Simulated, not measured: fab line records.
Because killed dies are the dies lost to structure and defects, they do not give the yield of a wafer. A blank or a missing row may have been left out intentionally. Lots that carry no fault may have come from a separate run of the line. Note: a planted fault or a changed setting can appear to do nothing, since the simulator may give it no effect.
Struck lot and sound lot, side by side + flow n5Finfet + 15 out of 1938 route steps
Sound: these wafers, L279.1, L279.2, L279.4. Wafers L269.1, L269.3, L269.4 were the ones struck. The cause comes at the end.
For every step that has rows: the tool of each side, followed by ch and its chambers, followed by its first start. Under that, the readings that differ: sound wafers + struck wafers + difference of the means + sigmas: that difference in standard deviations of wafers without a fault.
alike: a reading whose means differ by less than 2 such deviations, as well as words and numbers matching on both sides. not compared: withheld readings; readings where some wafer has no value; bounds like >300 that might hide an equal value; numbers whose values overlap and for which the record gives no deviation.
The two part at a step that has a row with sigmas, a row that says differs or no value, or rows on one side only. Numbers that have no deviation but don't overlap get no sigmas and don't part them. A reading that every wafer of one side lacks parts them only if that side has two wafers or more.

N5_BEOL_M8_OVL_MEAS_12:
  sound on overlay-02 ch 0, day 15 18:11; struck on overlay-01 ch 0, day 13 00:04
  alike: M8_OVL
N5_BEOL_M8_INSPECT_13: inspects for defects (brightfield).
  sound on defectInspect-01 at day 15 18:13; struck on defectInspect-02 at day 13 00:05
  alike: rawDefectCount
N5_BEOL_M8_DESCUM_16: chemistry O2, time 7.9 s.
  sound on rieDiel-02 ch 0,1, day 15 18:14; struck on rieDiel-06 ch 0,1,2, day 13 00:20
  alike: drypumpMotorCurrentA, oesProductAu, rfVppV, showerheadPlenumPTorr, throttleValvePct
  not compared: rfHoursCounterH
N5_BEOL_M8_ETCH_61: etches SiARC in CF4, target depth 45.5 nm, time 75.8 s.
  sound on rieDiel-02 ch 0,1, day 15 18:17; struck on rieDiel-06 ch 0,1,2, day 13 00:22
  alike: drypumpMotorCurrentA, etchRfOnTimeS, oesProductAu, rfVppV, showerheadPlenumPTorr, throttleValvePct
  not compared: rfHoursCounterH
N5_BEOL_M8_ETCH_62: etches SOC in N2/H2, target depth 110 nm, overetch 22 nm, time 165 s.
  sound on rieDiel-02 ch 0,1, day 15 18:20; struck on rieDiel-06 ch 0,1,2, day 13 00:26
  alike: drypumpMotorCurrentA, h2FlowSccm, oesProductAu, rfVppV, showerheadPlenumPTorr, throttleValvePct
  not compared: rfHoursCounterH
then, 1 step without rows for these wafers: N5_BEOL_M8_STRIP_68 (strips in N2/H2).
N5_BEOL_M8_STRIP_67: strips in CF4.
  sound on rieDiel-02 ch 0,1, day 15 18:29; struck on rieDiel-06 ch 0,1,2, day 13 00:35
  alike: drypumpMotorCurrentA, oesProductAu, rfVppV, showerheadPlenumPTorr, throttleValvePct
  not compared: rfHoursCounterH
N5_BEOL_M8_HM_OPEN_17: chemistry Cl2/BCl3, target TiN, target depth 20 nm, overetch 6 nm.
  sound on rieMetal-01 ch 0,1, day 15 18:31; struck on rieMetal-02 ch 0,1, day 13 00:37
  alike: drypumpMotorCurrentA, oesProductAu, throttleValvePct
  not compared: rfHoursCounterH
then, 1 step without rows for these wafers: N5_BEOL_M8_STRIP_19 (strips in O2).
N5_BEOL_M8_CD_MEAS_18: pitch 80 nm, target cd 40 nm.
  sound on cdSem-02 at day 15 18:46; struck on cdSem-03 at day 13 00:50
  alike: cdNm
then, 2 steps without rows for these wafers: N5_BEOL_M8_COAT_63 (time 60 s, resist thk 60 nm); N5_BEOL_M8_COAT_64 (time 60 s, resist thk 12 nm).
N5_BEOL_M8_COAT_71: time 60 s, resist thk 5 nm.
  sound on lithoTrack-04 ch 0, day 15 21:04; struck on lithoTrack-04 ch 0, day 13 04:13
| reading               | sound                | struck               | difference | sigmas |
|-----------------------|----------------------|----------------------|------------|--------|
| heaterPowerTotalW (W) | 392.7 393.2 391.2    | 404.8 403.8 399.9    | +10.5      | +8     |
| plateTempC (C)        | 205.18 205.17 204.99 | 209.67 209.54 209.33 | +4.40      | +26    |
  alike: chillPlateTempC, resistLineTempC
then, 1 step without rows for these wafers: N5_BEOL_M8_COAT_22 (resist thk 30 nm).
-- here the record skips 3 days between the struck wafers' starts before and after, leaving off in module BEOL_M8 and picking up in module PASSIVATION (first step shown: number 1936 of the route) --
N5_PASSIVATION_PROBE_49:
  sound on prober-02 at day 18 21:29; struck on prober-01 at day 16 10:09
| reading              | sound    | struck | difference | sigmas |
|----------------------|----------|--------|------------|--------|
| sort_bin_8_speed (%) | 0.08 0 0 | 0 0 0  | +0         | -3     |
  alike: defectLimitedYield, killed_at_M0_to_M3, killed_at_M4_up, killedAtContacts, killedAtFrontEnd, killedAtOther, killedDies, killedOpen, killedShort, sort_bin_5_function, sort_bin_6_memory, sortNPass, sortYieldPct

== WHERE THEY PART ==
First at N5_BEOL_M8_COAT_71; last, within this record, at N5_PASSIVATION_PROBE_49.

WHY: whatever the simulator had introduced
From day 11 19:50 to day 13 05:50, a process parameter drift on lithoTrack-04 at N5_BEOL_M8_COAT_71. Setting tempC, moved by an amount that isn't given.
